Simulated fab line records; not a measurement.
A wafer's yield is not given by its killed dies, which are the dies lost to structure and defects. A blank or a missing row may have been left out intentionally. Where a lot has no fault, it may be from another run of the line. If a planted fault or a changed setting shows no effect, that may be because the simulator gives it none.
2 desks, one fault | flow n5 finfet | what lay behind the numbers comes last; until then each desk has only its own

## TOOL OWNER'S DESK, ald sin-01
The tool's own readings at N5_MOL_CONTACT_COAG_ALD_123 (deposits SiNx, target thk 5 nm, pulse time 1 s, purge time 2 s): means of the sampled wafers that have a number, for each lot that ran on this tool. The brackets show how far a lot's mean lies from the usual mean; more than 4 standard deviations puts the lot out of limits, marked OUT.
Columns: A = heater power w at N5_MOL_CONTACT_COAG_ALD_123, usual 850 W; B = precursor pulse height rel at N5_MOL_CONTACT_COAG_ALD_123, usual 0.999
lot  | first seen here | A   | B
L754 | day 5 10:55     | 829 | 1.019
L764 | day 7 14:20     | 829 | 1.005
L766 | day 8 01:22     | 820 | 0.978
L767 | day 8 06:29     | 847 | 0.998
L776 | day 10 12:22    | 845 | 1.006
Finding of this desk: none of the 5 lots has anything out of limits.

## THE DEFECT DESK
Counts from the inspections along the route, per lot, as means over the sampled wafers that have a number. The brackets show how far a lot's mean lies from the usual mean; more than 4 standard deviations puts the lot out of limits, marked OUT.
Columns: A = raw defect count at N5_MOL_CONTACT_COAG_INSPECT_57, usual 175
lot  | first seen here | A
L754 | day 5 11:58     | 193
L757 | day 5 19:56     | 168
L760 | day 6 15:12     | 154
L764 | day 7 15:23     | 181
L766 | day 8 02:17     | 190
L767 | day 8 07:32     | 121
L770 | day 9 01:48     | 225
L771 | day 9 08:50     | 178
L772 | day 9 15:38     | 196
L775 | day 10 06:43    | 155
L776 | day 10 13:19    | 151
Finding of this desk: none of the 11 lots has anything out of limits.

## ALL TOGETHER
The tool owner's desk saw nothing out of limits.
No out-of-limits result turned up at the defect desk.

## WHAT WAS PUT IN BY THE SIMULATOR
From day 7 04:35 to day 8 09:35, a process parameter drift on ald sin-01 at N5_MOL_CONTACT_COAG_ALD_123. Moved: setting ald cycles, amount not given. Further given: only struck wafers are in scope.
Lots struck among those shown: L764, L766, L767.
